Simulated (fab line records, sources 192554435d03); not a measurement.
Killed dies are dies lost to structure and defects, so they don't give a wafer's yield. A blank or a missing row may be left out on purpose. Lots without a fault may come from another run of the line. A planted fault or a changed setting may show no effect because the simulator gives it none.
fab line records | flow n5_finfet
record lots=10 wafers=30 last_day=16
route steps=1938 shown BEOL_M1@840 BEOL_M2@844 BEOL_M4@1111
lots that met no fault: from a run of the same line without faults
start_h: hours from the record's first day to the start of the lot's first wafer shown | wait_h: hours since the lot's step before | " the same as in the row above | L1.1+2: a row that stands for several wafers | - no value, or no start given | * or withheld: withheld | < > ~ a bound
route shown NAME@n: a module of which the file shows steps, and the number in the route of the first | usual: mean/standard deviation of fault-free wafers | same: alike in all rows | chamber/n: place in a boat | sites: the reading at each site | _std_site: their standard deviation | _edge_site: outer sites' mean less inner sites' | radius_mm: how far each site lies from the wafer's centre | mask NAME#n: copy n | behind: the tool/chamber that last shaped the wafer | hold: why the lot was held/for how many hours/how that ended | device: the transistor (n, p or np) that didn't switch | end of line: the same wafers' tests at the end of the route | a step without rows: its recipe alone | killed: dies lost to structure and defects at the first sort, not the wafer's yield | map: a wafer's dies, x killed, . not, _ none there
set.NAME: the setting as run; set.NAME@STEP: as run at that earlier step | model.NAME: the simulator's own value behind a step, which no gauge read
steps of the route over a sample of lots; a table a step, a row a wafer
services: from which hour (start_h, from the record's first day; less than 0 if before it) a tool's chamber was out of use, for how many hours, and why
## steps
# step N5_BEOL_M1_INSPECT_59
# recipe inspect_instrument=darkfield mode=post_dep
# usual raw_defect_count=67/19
# columns lot.wafer tool chamber start_h wait_h raw_defect_count
L690.3 defect_inspect-01 - 129.64 0.0 77
L690.4 " - " " 68
L690.5 " - " " 74
L692.2 defect_inspect-01 - 151.05 0.0 52
L692.4 " - " " 67
L692.6 " - " " 56
L693.2 defect_inspect-02 - 152.20 0.0 73
L693.4 " - " " 52
L693.5 " - " " 85
L696.1 defect_inspect-02 - 173.57 0.0 44
L696.2 " - " " 71
L696.5 " - " " 45
L700.2 defect_inspect-01 - 191.88 0.0 100
L700.3 " - " " 87
L700.6 " - " " 118
L702.4 defect_inspect-01 - 208.70 0.0 26
L702.5 " - " " 48
L702.6 " - " " 41
L703.3 defect_inspect-02 - 210.35 0.0 90
L703.4 " - " " 66
L703.6 " - " " 49
L708.3 defect_inspect-02 - 243.46 0.0 95
L708.5 " - " " 48
L708.6 " - " " 64
L710.1 defect_inspect-01 - 246.03 0.0 48
L710.5 " - " " 58
L710.6 " - " " 61
L709.2 defect_inspect-01 - 248.00 0.0 41
L709.4 " - " " 44
L709.6 " - " " 69
# step N5_BEOL_M2_HM_DEP_02
# recipe material=TiN target_thk_a=200 temp_c=25 chamber_pressure_pa=0.49996
# usual throttle_valve_pct=29.8/1.3
# columns lot.wafer tool chamber start_h wait_h throttle_valve_pct
L690.3 pvd_sputter-03 - 130.05 0.3 31.5
L690.4 " - " " 29.2
L690.5 " - " " 31.2
L692.2 pvd_sputter-02 - 151.73 0.5 30.7
L692.4 " - " " 29.7
L692.6 " - " " 30.8
L693.2 pvd_sputter-03 - 154.29 1.9 30.7
L693.4 " - " " 31.0
L693.5 " - " " 31.0
L696.1 pvd_sputter-01 - 175.36 1.6 29.8
L696.2 " - " " 26.4
L696.5 " - " " 27.6
L700.2 pvd_sputter-01 - 194.05 2.0 30.4
L700.3 " - " " 29.7
L700.6 " - " " 27.7
L702.4 pvd_sputter-01 - 210.88 2.0 26.7
L702.5 " - " " 30.5
L702.6 " - " " 26.7
L703.3 pvd_sputter-03 - 211.30 0.8 31.2
L703.4 " - " " 29.0
L703.6 " - " " 29.1
L708.3 pvd_sputter-02 - 245.32 1.7 30.7
L708.5 " - " " 31.0
L708.6 " - " " 29.4
L710.1 pvd_sputter-01 - 247.56 1.4 29.4
L710.5 " - " " 26.5
L710.6 " - " " 27.6
L709.2 pvd_sputter-02 - 248.59 0.4 29.4
L709.4 " - " " 31.0
L709.6 " - " " 31.0
# step N5_BEOL_M2_EXPOSE_25
# recipe mask_id=V1 na=0.33 source_shape=quasar sigma_inner=0.2 sigma_outer=0.8 polarization=unpolarized defocus_nm=5 dose_mj=63
# same na=0.33
# columns lot.wafer tool chamber start_h wait_h mask
L690.3+4+5 euv_scanner-01 0 131.62 - V1#0
L692.2+4+6 euv_scanner-02 0 153.24 - V1#0
L693.2+4+5 euv_scanner-01 0 155.79 - V1#0
L696.1+2+5 euv_scanner-02 0 176.87 - V1#0
L700.2+3+6 euv_scanner-02 0 195.50 - V1#0
L702.4+5+6 euv_scanner-02 0 212.39 - V1#0
L703.3+4+6 euv_scanner-02 0 212.80 - V1#0
L708.3+5+6 euv_scanner-02 0 246.71 - V1#0
L710.1+5+6 euv_scanner-01 0 248.81 - V1#0
L709.2+4+6 euv_scanner-01 0 249.81 - V1#0
# step N5_BEOL_M2_CD_MEAS_28
# recipe target_cd_nm=26.2 landing_energy_ev=500 detector=se_inlens target_cd_y_nm=24.1 polarity=opening
# usual cd_nm=26.30/0.24
# columns lot.wafer tool chamber start_h wait_h cd_nm
L690.3 cd_sem-01 0 131.75 - 26.11
L690.4 " 0 " " 25.90
L690.5 " 0 " " 26.41
L692.2 cd_sem-02 0 153.38 - 26.37
L692.4 " 0 " " 26.24
L692.6 " 0 " " 26.25
L693.2 cd_sem-03 0 155.93 - 26.05
L693.4 " 0 " " 26.61
L693.5 " 0 " " 26.39
L696.1 cd_sem-01 0 177.02 - 26.37
L696.2 " 0 " " 25.79
L696.5 " 0 " " 26.01
L700.2 cd_sem-02 0 195.64 - 26.22
L700.3 " 0 " " 26.33
L700.6 " 0 " " 26.44
L702.4 cd_sem-02 0 212.51 - 25.96
L702.5 " 0 " " 26.45
L702.6 " 0 " " 26.24
L703.3 cd_sem-01 0 212.93 - 26.21
L703.4 " 0 " " 25.89
L703.6 " 0 " " 26.35
L708.3 cd_sem-02 0 246.84 - 26.16
L708.5 " 0 " " 26.01
L708.6 " 0 " " 26.19
L710.1 cd_sem-02 0 248.95 - 26.09
L710.5 " 0 " " 26.31
L710.6 " 0 " " 26.35
L709.2 cd_sem-03 0 249.95 - 26.20
L709.4 " 0 " " 26.47
L709.6 " 0 " " 26.67
# step N5_BEOL_M2_OVL_MEAS_29
# recipe points_per_wafer=522
# usual V1_OVL=0.1/0.66
# columns lot.wafer tool chamber start_h wait_h V1_OVL[nm]
L690.3 overlay-01 0 131.79 0.0 -0.9
L690.4 " 0 " " -0.8
L690.5 " 0 " " -0.1
L692.2 overlay-01 0 153.41 0.0 0.9
L692.4 " 0 " " 1.3
L692.6 " 0 " " 0.3
L693.2 overlay-01 0 155.97 0.0 -1.3
L693.4 " 0 " " -0.8
L693.5 " 0 " " 0.1
L696.1 overlay-01 0 177.05 0.0 -0.6
L696.2 " 0 " " -0.8
L696.5 " 0 " " -0.1
L700.2 overlay-01 0 195.67 0.0 0.5
L700.3 " 0 " " 0.4
L700.6 " 0 " " 0.9
L702.4 overlay-02 0 212.56 0.0 -0.4
L702.5 " 0 " " -0.4
L702.6 " 0 " " -0.7
L703.3 overlay-02 0 212.97 0.0 5.0
L703.4 " 0 " " 5.8
L703.6 " 0 " " 5.3
L708.3 overlay-02 0 246.88 0.0 5.1
L708.5 " 0 " " 5.1
L708.6 " 0 " " 4.4
L710.1 overlay-02 0 248.98 0.0 0.4
L710.5 " 0 " " 1.0
L710.6 " 0 " " 0.1
L709.2 overlay-01 0 249.98 0.0 -0.2
L709.4 " 0 " " 1.0
L709.6 " 0 " " -0.2
# step N5_BEOL_M4_RC_MEAS_101
# usual DIBL_N=36.3/1.2 DIBL_P=36.1/1.6 IOFF_N=0.161/0.023 IOFF_P=0.209/0.027 ION_N=676/8.9 ION_P=462/5.3 SS_N=71.5/0.51 SS_P=73.2/0.5 VT_N=249.1/2.5 VT_P=-249.9/2.8
# columns lot.wafer tool chamber start_h wait_h DIBL_N[mV/V] DIBL_P[mV/V] IOFF_N[nA/um] IOFF_P[nA/um] ION_N[uA/um] ION_P[uA/um] SS_N[mV/dec] SS_P[mV/dec] VT_N[mV] VT_P[mV]
L690.3 prober-02 0 156.33 0.3 36.5 36.8 0.164 0.203 671 460 71.8 72.7 246.1 -251.8
L690.4 " 0 " " 35.7 35.0 0.142 0.183 672 457 70.8 73.3 247.2 -253.2
L690.5 " 0 " " 34.8 33.1 0.129 0.157 667 451 71.7 73.5 250.9 -255.5
L692.2 prober-01 0 180.05 0.2 36.8 35.5 0.161 0.221 675 463 71.3 73.0 250.1 -248.8
L692.4 " 0 " " 37.7 35.8 0.174 0.220 674 466 71.2 73.1 250.3 -249.0
L692.6 " 0 " " 36.8 34.7 0.162 0.213 664 460 71.5 73.5 248.5 -247.3
L693.2 prober-02 0 182.19 0.2 35.7 34.7 0.146 0.190 672 463 71.5 72.8 252.3 -249.1
L693.4 " 0 " " 34.9 33.4 0.125 0.172 666 457 70.9 72.9 252.6 -253.1
L693.5 " 0 " " 34.4 33.8 0.125 0.180 667 464 71.1 72.9 252.0 -251.7
L696.1 prober-02 0 204.65 0.0 36.5 35.8 0.158 0.203 669 459 71.6 73.5 249.0 -249.5
L696.2 " 0 " " 37.4 37.8 0.188 0.239 675 459 71.5 73.4 248.5 -247.8
L696.5 " 0 " " 37.1 37.4 0.198 0.240 683 466 71.6 74.4 248.4 -247.9
L700.2 prober-01 0 226.46 0.2 36.6 36.6 0.164 0.206 684 463 71.7 72.9 246.6 -249.0
L700.3 " 0 " " 36.6 37.1 0.165 0.209 687 465 71.4 73.7 249.3 -247.0
L700.6 " 0 " " 36.2 36.4 0.150 0.196 673 457 70.7 73.0 248.3 -250.7
L703.3 prober-02 0 241.71 0.3 38.5 37.1 0.182 0.229 678 466 72.4 73.8 249.7 -249.3
L703.4 " 0 " " 38.4 37.0 0.186 0.229 671 459 72.5 73.3 249.1 -247.8
L703.6 " 0 " " 36.0 35.3 0.138 0.193 658 455 71.4 73.3 255.3 -251.9
L702.4 prober-02 0 246.78 0.5 36.9 36.3 0.165 0.255 678 471 71.0 72.7 247.4 -244.3
L702.5 " 0 " " 35.8 35.2 0.153 0.231 678 470 71.1 72.7 244.7 -244.4
L702.6 " 0 " " 36.5 35.7 0.152 0.236 671 467 71.5 73.2 248.8 -244.2
L708.3 prober-02 0 275.00 0.3 38.6 37.3 0.201 0.248 679 465 72.6 73.9 247.0 -248.7
L708.5 " 0 " " 36.7 34.8 0.159 0.206 669 455 71.6 73.2 250.7 -250.7
L708.6 " 0 " " 37.9 36.1 0.188 0.235 688 474 71.8 73.5 248.7 -246.2
L710.1 prober-02 0 278.72 0.0 36.8 37.2 0.177 0.220 679 460 72.2 73.3 249.4 -250.5
L710.5 " 0 " " 38.2 37.8 0.200 0.232 688 462 71.8 73.2 247.3 -247.2
L710.6 " 0 " " 37.9 37.5 0.186 0.225 680 467 72.0 72.1 247.4 -249.5
L709.2 prober-01 0 278.76 0.2 36.1 35.0 0.166 0.211 678 459 71.1 72.2 248.8 -248.8
L709.4 " 0 " " 35.7 34.4 0.149 0.200 675 460 71.5 72.8 249.9 -248.3
L709.6 " 0 " " 36.0 35.0 0.155 0.201 680 468 71.2 72.9 250.0 -248.5
## services
# columns tool chamber start_h hours kind
euv_scanner-02 0 111.11 - calibration
euv_scanner-01 - 114.00 1.5 repair
euv_scanner-02 - 125.92 12.0 pm
euv_scanner-02 - 137.92 1.0 pm
euv_scanner-01 - 138.93 1.0 pm
euv_scanner-02 - 145.96 0.5 repair
euv_scanner-02 - 186.28 1.0 pm
euv_scanner-01 - 189.81 1.0 pm
euv_scanner-02 - 206.29 1.0 repair
euv_scanner-01 0 238.85 - calibration
euv_scanner-01 - 240.13 4.6 pm
euv_scanner-02 - 244.73 1.0 pm
euv_scanner-01 - 245.96 1.0 pm
euv_scanner-02 - 246.97 4.6 pm
## key
first_sign step=N5_BEOL_M2_OVL_MEAS_29 reading=V1_OVL direction=up sigmas=7.7 usual=0.1 struck=5.1
effect none on later readings
met_at N5_BEOL_M2_EXPOSE_25
struck_lots L703,L708
not_acting_at N5_BEOL_M1_INSPECT_59,N5_BEOL_M2_HM_DEP_02,N5_BEOL_M2_CD_MEAS_28
onset_between 212.39 212.80
fault kind=scanner_matching_overlay tool=euv_scanner-02 chamber=- onset_h=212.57 steps=N5_BEOL_M2_EXPOSE_25 offset=5.63
